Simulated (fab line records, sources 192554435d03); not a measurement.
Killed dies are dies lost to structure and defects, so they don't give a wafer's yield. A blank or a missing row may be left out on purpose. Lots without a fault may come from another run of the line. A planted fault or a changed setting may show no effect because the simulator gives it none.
Split-lot experiment | flow n5_finfet | 7 lots, 21 wafers read, on a route of 1938 steps

THE SPLIT
At N5_FIN_SAQP_ALD_61 (deposits SiO2, target thk 4 nm, pulse time 1 s, purge time 2 s), the setting temp_c was moved away from the recipe's 300 C on 10 of the 21 wafers read, by -4.3% to +3.4%. The other wafers ran this setting at the recipe's value.

The reading is taken at the split's own step.

THE READING
SiO2_of_FIN_SAQP_ALD_61.thk_nm (the simulator's own value, which no gauge read), in nm, at N5_FIN_SAQP_ALD_61 (deposits SiO2, target thk 4 nm, pulse time 1 s, purge time 2 s). The file gives no usual value for it. The 11 wafers here that ran the recipe average 4.011 nm, standard deviation 0.011 nm.

wafer  | tool, chamber at the split | temp_c as run, C | against the recipe | SiO2_of_FIN_SAQP_ALD_61.thk_nm, nm | against lot-mates on the recipe
L075.2 | ald_sin-01, 1              | 289.2            | -3.6%              | 4.189                              | +0.163
L075.3 | ald_sin-01, 3              | 289.2            | -3.6%              | 4.174                              | +0.148
L075.6 | ald_sin-01, 3              | 300              | recipe             | 4.026                              | -
L077.1 | ald_sin-01, 0              | 300              | recipe             | 4.01                               | -
L077.2 | ald_sin-01, 2              | 300              | recipe             | 4.016                              | -
L077.5 | ald_sin-01, 0              | 300              | recipe             | 3.991                              | -
L078.4 | ald_sin-01, 1              | 293.6            | -2.1%              | 4.094                              | +0.079
L078.5 | ald_sin-01, 3              | 300              | recipe             | 4.021                              | -
L078.6 | ald_sin-01, 0              | 300              | recipe             | 4.009                              | -
L081.1 | ald_sin-03, 2              | 300              | recipe             | 4.009                              | -
L081.3 | ald_sin-03, 1              | 300              | recipe             | 4.003                              | -
L081.5 | ald_sin-03, 3              | 308.9            | +3.0%              | 3.951                              | -0.055
L082.1 | ald_sin-03, 3              | 300              | recipe             | 3.996                              | -
L082.2 | ald_sin-03, 1              | 294.5            | -1.8%              | 4.098                              | +0.102
L082.5 | ald_sin-03, 0              | 294.5            | -1.8%              | 4.077                              | +0.081
L090.2 | ald_sin-03, 1              | 300              | recipe             | 4.024                              | -
L090.4 | ald_sin-03, 0              | 287.1            | -4.3%              | 4.222                              | +0.198
L090.6 | ald_sin-03, 0              | 287.1            | -4.3%              | 4.201                              | +0.177
L093.4 | ald_sin-02, 1              | 310.2            | +3.4%              | 3.973                              | -0.043
L093.5 | ald_sin-02, 0              | 310.2            | +3.4%              | 3.95                               | -0.066
L093.6 | ald_sin-02, 3              | 300              | recipe             | 4.016                              | -

THE FIT
A straight line over all 21 wafers: SiO2_of_FIN_SAQP_ALD_61.thk_nm changes by -0.0348 nm for each +1% of temp_c; r = -0.94; the points scatter about the line by 0.028 nm.
The same after taking each lot's own level away (the mean of its wafers on the recipe; 21 wafers): -0.0335 nm for each +1%; r = -0.95; scatter 0.024 nm.
On that fit, the largest move of temp_c shifts the reading by 0.14 nm.
The lots' own levels span 3.9960 to 4.0260 nm, that is 2.8 times the standard deviation above.
So the lot-to-lot level changes the slope little: the two slopes agree.
Check: with one of the wafers moved furthest among these (-4.3%) left out of the fit, the line predicts +0.154 nm for it against its lot-mates. It came out at +0.198 nm against them.

OTHER SPLITS ON THESE WAFERS
These wafers also went through other splits before the reading. Each is held against what the fit with the lots' levels taken away leaves over:
other split on the same wafers | wafers away from the commonest value | r with SiO2_of_FIN_SAQP_ALD_61.thk_nm (lot level and that fit taken away)
N5_ZERO_LAYER_ETCH_18 bias_w   | 2                                    | -0.11

THE FILE'S OWN FIT
SiO2_of_FIN_SAQP_ALD_61.thk_nm changes by -0.0344 nm for each +1% of temp_c, r = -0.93.
